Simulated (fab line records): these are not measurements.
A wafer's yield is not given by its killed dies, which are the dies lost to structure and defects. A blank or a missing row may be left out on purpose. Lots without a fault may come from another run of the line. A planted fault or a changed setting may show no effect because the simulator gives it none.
One fault seen from 3 desks | flow n5_finfet | only its own numbers are on each desk; what lay behind them is given at the end

## METROLOGY DESK
What the gauges read, lot by lot, whatever tool the lot ran on: means of the sampled wafers that have a number. A lot is out of limits, marked OUT, if its mean lies more than 4 standard deviations from the usual mean; the brackets give that distance. Only the readings that lie furthest out on some lot appear, 7 of the 11 it has.
Columns: A = DIBL_N at N5_BEOL_M4_RC_MEAS_101, usual 35.8 mV/V; B = IOFF_N at N5_BEOL_M4_RC_MEAS_101, usual 0.148 nA/um; C = IOFF_P at N5_BEOL_M4_RC_MEAS_101, usual 0.20 nA/um; D = ION_N at N5_BEOL_M4_RC_MEAS_101, usual 672 uA/um; E = ION_P at N5_BEOL_M4_RC_MEAS_101, usual 462 uA/um; F = VT_P at N5_BEOL_M4_RC_MEAS_101, usual -251 mV; G = cd_nm at N5_MIM_BOT_LITHO_CD_MEAS_08, usual 2999.6 nm
lot  | first seen here | A    | B     | C    | D   | E   | F    | G
L932 | day 8 00:16     | 35.1 | 0.158 | 0.21 | 681 | 468 | -248 | 2999.6
L935 | day 9 04:34     | 37.4 | 0.159 | 0.20 | 684 | 463 | -252 | 2999.7
L937 | day 9 10:25     | 37.9 | 0.181 | 0.25 | 688 | 475 | -244 | 3000.3
L940 | day 10 05:30    | 35.5 | 0.133 | 0.17 | 664 | 453 | -254 | 2997.1
L941 | day 10 15:32    | 35.0 | 0.144 | 0.18 | 679 | 461 | -251 | 3000.5
L942 | day 11 02:08    | 35.0 | 0.152 | 0.20 | 680 | 463 | -250 | 2999.4
L944 | day 11 04:51    | 34.6 | 0.139 | 0.21 | 672 | 467 | -250 | 2998.0
L948 | day 12 03:19    | 36.6 | 0.158 | 0.20 | 675 | 461 | -252 | 3001.6
L949 | day 12 09:55    | 36.4 | 0.148 | 0.18 | 679 | 456 | -254 | 3002.2
L950 | day 12 19:14    | 37.7 | 0.174 | 0.18 | 672 | 452 | -253 | 3001.0
L953 | day 13 22:43    | 35.0 | 0.157 | 0.20 | 684 | 470 | -248 | 2997.7
This desk found nothing out of limits on any of the 11 lots.

## TOOL OWNER'S DESK, pvd_sputter-01
At N5_MIM_BOT_SPUTTER_00 (material TiN, target thk 35 nm, time 89.7 s) the tool's own readings: per lot run on this tool, the mean of the sampled wafers that have a number. A lot is out of limits, marked OUT, if its mean lies more than 4 standard deviations from the usual mean; the brackets give that distance.
Columns: A = susceptor_temp_C at N5_MIM_BOT_SPUTTER_00, usual 200.00 C; B = throttle_valve_pct at N5_MIM_BOT_SPUTTER_00, usual 30.4 %
lot  | first seen here | A      | B
L937 | day 12 22:34    | 200.05 | 31.0
L942 | day 14 17:16    | 199.98 | 30.1
L948 | day 16 02:44    | 199.90 | 30.5
L949 | day 16 07:56    | 200.03 | 30.5
L950 | day 16 13:58    | 200.04 | 31.2
This desk found nothing out of limits on any of the 5 lots.

## THE DEFECT DESK
For each lot, the counts of the inspections along the route, averaged over the sampled wafers that have a number. A lot is out of limits, marked OUT, if its mean lies more than 4 standard deviations from the usual mean; the brackets give that distance.
Columns: A = raw_defect_count at N5_MIM_TOP_LITHO_INSPECT_12, usual 2.4
lot  | first seen here | A
L932 | day 11 12:04    | 2.3
L935 | day 12 19:07    | 1.7
L937 | day 12 23:37    | 3.0
L940 | day 13 23:07    | 2.3
L941 | day 14 05:53    | 2.7
L942 | day 14 20:09    | 2.7
L944 | day 14 22:35    | 1.3
L948 | day 16 04:40    | 1.3
L949 | day 16 10:47    | 2.7
L950 | day 16 16:44    | 1.3
L953 | day 17 11:02    | 2.7
This desk found nothing out of limits on any of the 11 lots.

## BROUGHT TOGETHER
Nothing out of limits was seen by the metrology desk.
The tool owner's desk saw nothing out of limits.
Nothing the defect desk looked at was out of limits.

## WHAT THE SIMULATOR HAD INSERTED
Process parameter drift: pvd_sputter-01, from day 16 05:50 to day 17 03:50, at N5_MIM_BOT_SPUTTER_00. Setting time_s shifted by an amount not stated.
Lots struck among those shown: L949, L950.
